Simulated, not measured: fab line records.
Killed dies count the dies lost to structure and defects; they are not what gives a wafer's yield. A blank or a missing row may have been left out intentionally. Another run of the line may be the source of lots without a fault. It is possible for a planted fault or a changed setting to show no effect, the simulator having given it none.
Which tool did it?	flow nand harc	24 lots, 72 wafers sampled, at 6 steps of a route of 1159

== WHAT THE GAUGES READ, wafer by wafer ==
NHARC_P_M2_OVL_MEAS_10: pitch 340 nm.
lot	measured	on	overlay x nm (nm)	overlay y nm (nm)
L077	day 8 16:28	overlay-02	0.3 -0.3 0.1	1.2 0.9 1.0
L075	day 8 15:59	overlay-02	0.1 0.1 -0.1	0.0 0.1 -0.2
L076	day 8 17:36	overlay-02	0.9 0.8 0.2	-0.5 -1.3 -1.7
L074	day 8 19:21	overlay-02	-1.3 -0.8 -1.1	-0.3 0.2 -0.7
L078	day 8 20:23	overlay-01	0.3 1.2 0.3	0.2 -0.6 0.0
L081	day 9 05:16	overlay-01	0.1 -0.4 0.3	-0.6 -0.4 0.0
L080	day 9 07:05	overlay-01	0.0 -0.2 0.3	0.7 0.6 1.6
L079	day 9 08:17	overlay-02	-0.2 -0.1 0.1	-1.2 -1.0 -1.4
L082	day 9 12:07	overlay-01	-0.2 0.0 0.1	-1.9 -1.1 -1.1
L083	day 9 13:59	overlay-01	1.4 1.4 1.2	0.5 0.4 -0.1
L084	day 9 15:57	overlay-02	-0.8 -0.7 -0.3	0.8 0.9 0.8
L086	day 9 17:40	overlay-02	-1.1 -1.0 -0.7	-0.4 -0.7 -0.3
L085	day 9 18:56	overlay-02	-1.3 -1.1 -1.2	0.2 0.6 0.2
L087	day 9 19:23	overlay-02	0.1 -0.7 -0.4	-1.1 -1.5 -1.2
L088	day 10 02:38	overlay-01	1.2 0.5 0.6	1.3 1.0 1.2
L089	day 10 06:11	overlay-02	0.8 1.0 -0.1	-1.0 -1.1 -1.1
L090	day 10 06:41	overlay-02	0.0 -0.2 -0.6	-0.2 -0.2 -0.8
L092	day 10 09:40	overlay-01	0.4 0.4 -0.2	2.0 2.2 1.8
L091	day 10 10:37	overlay-02	0.3 0.2 -0.2	0.2 0.9 1.2
L093	day 10 19:01	overlay-01	1.7 1.7 1.9	2.6 2.1 2.1
L094	day 11 00:14	overlay-01	-0.6 -0.9 -0.5	-0.4 -0.3 0.1
L095	day 11 01:10	overlay-01	-0.7 -1.5 -1.0	0.2 0.7 0.9
L097	day 11 15:50	overlay-01	0.9 1.2 0.3	-1.3 -0.7 -0.1
L096	day 11 15:59	overlay-02	-0.4 -0.5 -0.6	-1.0 -0.9 -0.9

== EACH LOT AND THE TOOL THAT RAN IT (in order: tool; ch and the chambers of the sampled wafers; start) ==
lot	NHARC_P_GATE_STRIP_101	NHARC_P_GATE_STRIP_75	NHARC_P_CONTACT_CMP_24	NHARC_P_M0_ETCH_34	NHARC_P_M0_CMP_23
L077	rie diel-06 ch 1,3, day 7 14:57	plasma asher-02 ch 0,1, day 7 16:41	cmp-01 ch 0,2, day 8 06:07	rie diel-09 ch 0,2, day 8 07:38	cmp-04 ch 0,3, day 8 09:36
L075	rie diel-06 ch 0,3, day 7 15:05	plasma asher-01 ch 0,1, day 7 16:52	cmp-04 ch 0,2, day 8 05:33	rie diel-03 ch 0,2,3, day 8 07:20	cmp-02 ch 1,2, day 8 09:18
L076	rie diel-05 ch 0,2,3, day 7 16:31	plasma asher-01 ch 0,1, day 7 18:32	cmp-03 ch 0,1, day 8 06:36	rie diel-03 ch 0,1,3, day 8 08:13	cmp-04 ch 1,2,3, day 8 10:12
L074	rie diel-04 ch 0,1,3, day 7 21:32	plasma asher-02 ch 0,1, day 7 23:17	cmp-01 ch 1,2,3, day 8 09:50	rie diel-08 ch 0,3, day 8 11:14	cmp-04 ch 0,2,3, day 8 13:25
L078	rie diel-04 ch 0,1,2, day 7 21:39	plasma asher-01 ch 0,1, day 7 23:31	cmp-01 ch 0,3, day 8 10:29	rie diel-08 ch 2,3, day 8 12:09	cmp-04 ch 0,3, day 8 14:14
L081	rie diel-04 ch 0,1,2, day 8 03:41	plasma asher-02 ch 0,1, day 8 05:20	cmp-03 ch 0,2,3, day 8 19:30	rie diel-09 ch 1,3, day 8 21:04	cmp-04 ch 0,2,3, day 8 23:05
L080	rie diel-04 ch 0,1, day 8 05:01	plasma asher-01 ch 0,1, day 8 06:48	cmp-04 ch 1,2,3, day 8 20:49	rie diel-08 ch 0,1,2, day 8 22:28	cmp-03 ch 0,3, day 9 00:26
L079	rie diel-04 ch 0,1, day 8 05:33	plasma asher-02 ch 0,1, day 8 07:20	cmp-01 ch 0,1,2, day 8 20:56	rie diel-09 ch 2,3, day 8 22:43	cmp-03 ch 0,3, day 9 01:05
L082	rie diel-06 ch 0,1,2, day 8 09:56	plasma asher-01 ch 0,1, day 8 11:35	cmp-03 ch 0,1,3, day 9 01:43	rie diel-08 ch 0,3, day 9 03:17	cmp-03 ch 0,2,3, day 9 05:26
L083	rie diel-05 ch 0,1,3, day 8 11:23	plasma asher-01 ch 0,1, day 8 13:10	cmp-04 ch 0,2, day 9 03:26	rie diel-03 ch 1,2,3, day 9 05:01	cmp-03 ch 0,1,3, day 9 07:00
L084	rie diel-06 ch 0,1,2, day 8 12:04	plasma asher-01 ch 0,1, day 8 13:43	cmp-01 ch 2,3, day 9 05:55	rie diel-08 ch 0,1, day 9 07:25	cmp-03 ch 1,2, day 9 09:23
L086	rie diel-05 ch 0,2, day 8 16:13	plasma asher-01 ch 0,1, day 8 18:23	cmp-01 ch 0,1, day 9 07:13	rie diel-03 ch 2,3, day 9 08:51	cmp-03 ch 0,3, day 9 10:57
L085	rie diel-06 ch 0,2,3, day 8 17:42	plasma asher-01 ch 0,1, day 8 19:27	cmp-01 ch 1,3, day 9 07:44	rie diel-08 ch 0,1,3, day 9 09:12	cmp-03 ch 1,3, day 9 11:35
L087	rie diel-04 ch 0,2, day 8 18:13	plasma asher-01 ch 0,1, day 8 19:52	cmp-04 ch 0,3, day 9 08:40	rie diel-09 ch 0,2,3, day 9 10:08	cmp-02 ch 0,1,3, day 9 12:07
L088	rie diel-05 ch 0,1,2, day 8 22:26	plasma asher-02 ch 0,1, day 9 00:44	cmp-01 ch 0,2,3, day 9 16:58	rie diel-08 ch 0,2,3, day 9 18:32	cmp-02 ch 0,1,3, day 9 20:30
L089	rie diel-06 ch 0,1,2, day 9 02:14	plasma asher-02 ch 0,1, day 9 04:01	cmp-03 ch 0,3, day 9 20:16	rie diel-03 ch 0,2, day 9 21:49	cmp-03 ch 1,2,3, day 10 00:05
L090	rie diel-06 ch 0,1,2, day 9 02:41	plasma asher-02 ch 0,1, day 9 04:39	cmp-04 ch 2,3, day 9 20:46	rie diel-09 ch 1,3, day 9 22:20	cmp-02 ch 0,3, day 10 00:25
L092	rie diel-06 ch 1,2,3, day 9 09:42	plasma asher-01 ch 0,1, day 9 11:29	cmp-04 ch 0,1,3, day 10 00:08	rie diel-09 ch 0,2, day 10 01:41	cmp-02 ch 0,2,3, day 10 03:42
L091	rie diel-04 ch 0,3, day 9 09:52	plasma asher-02 ch 0,1, day 9 11:49	cmp-01 ch 2,3, day 10 00:42	rie diel-09 ch 2,3, day 10 02:17	cmp-04 ch 0,1, day 10 04:13
L093	rie diel-04 ch 2,3, day 9 21:11	plasma asher-02 ch 0,1, day 9 22:58	cmp-03 ch 1,2,3, day 10 09:34	rie diel-08 ch 0,1, day 10 11:05	cmp-03 ch 0,2,3, day 10 13:04
L094	rie diel-06 ch 1,3, day 10 02:42	plasma asher-02 ch 0,1, day 10 04:27	cmp-01 ch 1,2, day 10 14:37	rie diel-03 ch 0,1,2, day 10 16:12	cmp-03 ch 2,3, day 10 18:08
L095	rie diel-06 ch 0,1, day 10 02:51	plasma asher-01 ch 1, day 10 04:38	cmp-04 ch 0,2, day 10 15:01	rie diel-03 ch 1,2,3, day 10 16:35	cmp-03 ch 1,2,3, day 10 18:46
L097	rie diel-05 ch 0,3, day 10 15:51	plasma asher-01 ch 0,1, day 10 17:35	cmp-04 ch 1,2, day 11 05:48	rie diel-08 ch 1,2,3, day 11 07:16	cmp-03 ch 0,1,3, day 11 09:16
L096	rie diel-04 ch 0,1, day 10 16:29	plasma asher-02 ch 0,1, day 10 18:15	cmp-01 ch 1,2, day 11 06:21	rie diel-08 ch 0,2, day 11 07:56	cmp-02 ch 2,3, day 11 09:51
- NHARC_P_GATE_STRIP_101: strips in O2, time 20 s.
- NHARC_P_GATE_STRIP_75: strips in O2.
- NHARC_P_CONTACT_CMP_24: polishes, t overpolish 30 s, target thk 200 nm.
- NHARC_P_M0_ETCH_34: etches the open film in N2/H2, target depth 40 nm, overetch 12 nm, time 43.94 s.
- NHARC_P_M0_CMP_23: polishes, t overpolish 20 s, target thk 117.53 nm.

== AS READ BY THE TOOLS THEMSELVES (means over the sampled wafers that have a number; for cases with no such wafer, the mark the record gives instead) ==
NHARC_P_GATE_STRIP_101.
lot	tool	drypump motor current A (A)	oes product au (a.u.)	rf vpp V (V)	showerhead plenum p Torr (Torr)	throttle valve pct (%)
L077	rie diel-06	5.3	0.986	58.3	3.74	17.039
L075	rie diel-06	6.2	1.009	57.2	3.67	17.041
L076	rie diel-05	5.7	0.995	58.2	3.56	17.038
L074	rie diel-04	5.6	1.000	58.2	3.61	17.040
L078	rie diel-04	6.1	0.991	57.9	3.55	17.042
L081	rie diel-04	6.1	0.994	58.2	3.55	17.040
L080	rie diel-04	5.7	1.000	58.6	3.55	17.046
L079	rie diel-04	6.1	0.997	57.9	3.49	17.037
L082	rie diel-06	5.7	1.000	57.6	3.57	17.035
L083	rie diel-05	5.6	0.995	57.8	3.49	17.032
L084	rie diel-06	5.7	0.998	58.0	3.57	17.038
L086	rie diel-05	5.7	1.002	57.5	3.61	17.043
L085	rie diel-06	6.0	1.000	57.7	3.55	17.036
L087	rie diel-04	6.4	1.003	57.9	3.54	17.034
L088	rie diel-05	6.0	0.994	58.4	3.58	17.030
L089	rie diel-06	5.7	1.002	57.3	3.57	17.037
L090	rie diel-06	5.7	0.997	57.8	3.57	17.043
L092	rie diel-06	5.4	0.993	57.9	3.60	17.038
L091	rie diel-04	6.0	1.001	57.9	3.55	17.034
L093	rie diel-04	6.0	1.002	58.2	3.66	17.043
L094	rie diel-06	5.3	0.990	58.7	3.74	17.032
L095	rie diel-06	5.6	0.984	57.4	3.71	17.030
L097	rie diel-05	5.4	0.998	57.8	3.46	17.029
L096	rie diel-04	6.1	1.003	57.7	3.48	17.027

NHARC_P_GATE_STRIP_75.
lot	tool	drypump motor current A (A)	heater power w (W)
L077	plasma asher-02	6.0	336
L075	plasma asher-01	5.4	320
L076	plasma asher-01	5.5	302
L074	plasma asher-02	5.9	361
L078	plasma asher-01	5.5	303
L081	plasma asher-02	5.9	355
L080	plasma asher-01	5.5	303
L079	plasma asher-02	5.9	356
L082	plasma asher-01	5.4	316
L083	plasma asher-01	5.4	322
L084	plasma asher-01	5.5	300
L086	plasma asher-01	5.5	302
L085	plasma asher-01	5.4	314
L087	plasma asher-01	5.5	304
L088	plasma asher-02	5.9	341
L089	plasma asher-02	6.1	323
L090	plasma asher-02	5.9	343
L092	plasma asher-01	5.4	316
L091	plasma asher-02	6.1	322
L093	plasma asher-02	6.0	330
L094	plasma asher-02	5.9	341
L095	plasma asher-01	5.6	287
L097	plasma asher-01	5.5	300
L096	plasma asher-02	6.1	325

NHARC_P_CONTACT_CMP_24.
lot	tool	motor current A (A)	overpolish run s (s)	time to endpoint s (s)
L077	cmp-01	11.4	30.002	42.4
L075	cmp-04	11.6	30.001	45.2
L076	cmp-03	10.3	29.997	39.2
L074	cmp-01	12.3	30.004	40.9
L078	cmp-01	12.9	30.008	39.4
L081	cmp-03	12.1	29.993	40.7
L080	cmp-04	12.0	30.003	44.2
L079	cmp-01	11.9	29.995	39.2
L082	cmp-03	11.8	30.002	39.1
L083	cmp-04	12.1	30.003	43.4
L084	cmp-01	11.9	29.996	41.8
L086	cmp-01	12.2	30.003	40.7
L085	cmp-01	13.7	30.002	39.2
L087	cmp-04	11.8	30.002	45.3
L088	cmp-01	12.2	30.010	40.2
L089	cmp-03	12.9	30.001	42.8
L090	cmp-04	12.8	29.995	37.4
L092	cmp-04	11.7	29.995	38.9
L091	cmp-01	12.7	30.002	38.7
L093	cmp-03	12.2	30.000	42.6
L094	cmp-01	12.6	30.008	40.8
L095	cmp-04	11.8	29.997	37.9
L097	cmp-04	12.5	30.000	38.7
L096	cmp-01	12.9	29.999	38.9

NHARC_P_M0_ETCH_34.
lot	tool	drypump motor current A (A)	oes product au (a.u.)	rf fwd power W (W)	rf vpp V (V)	showerhead plenum p Torr (Torr)	throttle valve pct (%)
L077	rie diel-09	5.9	0.996	396.0	429.9	2.02	14.174
L075	rie diel-03	5.5	1.000	392.0	431.5	2.09	14.165
L076	rie diel-03	5.3	0.999	396.1	429.5	2.02	14.167
L074	rie diel-08	5.7	0.995	396.4	429.5	2.03	14.175
L078	rie diel-08	5.9	1.010	396.8	429.4	1.99	14.173
L081	rie diel-09	5.9	0.997	396.7	432.9	2.11	14.169
L080	rie diel-08	5.6	0.996	396.3	431.5	2.07	14.174
L079	rie diel-09	5.1	0.999	395.4	430.0	2.03	14.175
L082	rie diel-08	5.6	0.996	396.8	430.4	2.05	14.176
L083	rie diel-03	6.0	0.992	394.3	429.7	2.02	14.170
L084	rie diel-08	5.5	0.995	394.3	432.1	2.11	14.171
L086	rie diel-03	6.2	0.993	392.1	431.4	2.09	14.173
L085	rie diel-08	5.6	1.006	396.8	431.7	2.08	14.170
L087	rie diel-09	5.5	1.000	396.7	430.6	2.02	14.168
L088	rie diel-08	5.7	1.000	395.8	430.5	2.02	14.171
L089	rie diel-03	6.1	0.982	392.7	433.9	2.16	14.172
L090	rie diel-09	5.9	0.992	394.9	432.5	2.11	14.170
L092	rie diel-09	5.9	0.993	395.5	430.1	2.02	14.170
L091	rie diel-09	5.2	0.987	396.7	431.3	2.05	14.177
L093	rie diel-08	5.4	0.992	396.6	432.5	2.13	14.172
L094	rie diel-03	5.9	1.004	395.7	431.6	2.10	14.174
L095	rie diel-03	6.0	1.003	393.3	430.0	2.02	14.177
L097	rie diel-08	5.7	1.003	396.0	429.9	2.04	14.173
L096	rie diel-08	5.8	0.995	394.8	429.6	2.01	14.172

NHARC_P_M0_CMP_23.
lot	tool	motor current A (A)	time to endpoint s (s)
L077	cmp-04	11.9	31.7
L075	cmp-02	11.5	29.7
L076	cmp-04	12.5	32.9
L074	cmp-04	12.2	30.6
L078	cmp-04	12.0	29.0
L081	cmp-04	12.2	31.4
L080	cmp-03	13.0	32.2
L079	cmp-03	11.7	28.6
L082	cmp-03	12.0	30.4
L083	cmp-03	11.6	29.8
L084	cmp-03	11.0	27.4
L086	cmp-03	13.1	29.9
L085	cmp-03	11.9	27.0
L087	cmp-02	11.9	27.6
L088	cmp-02	11.8	29.9
L089	cmp-03	12.0	28.8
L090	cmp-02	12.8	25.2
L092	cmp-02	12.4	29.8
L091	cmp-04	11.7	28.6
L093	cmp-03	12.2	30.9
L094	cmp-03	13.9	28.9
L095	cmp-03	12.3	28.5
L097	cmp-03	11.7	30.5
L096	cmp-02	12.5	28.7

== THE ANSWER, worked out from the rows above alone ==
Rule: the usual values come from the lots themselves. Put in order of their means at a reading, lots are off if they are a third of the lots or fewer, leave a main group of 4 or more, and stand apart from it by a gap of 3 or more times the standard deviation of the main group's means; of several such gaps the widest counts. The tables above print the reading to a certain number of digits; a main group whose means all agree to those digits is not used. A lot without any number at a reading at which 4 lots or more have one is off too. Any other lot the step has rows for is counted as sound. First the gauges in route order, then the tools' own readings, where a lot's mean is used as printed above. At the first step where some lot is off, the reading lying furthest off is the one used; lots without a number count as furthest.
No lot is off on any of the readings shown, so nothing can be concluded from this.

== WHAT HAD BEEN PUT IN BY THE SIMULATOR ==
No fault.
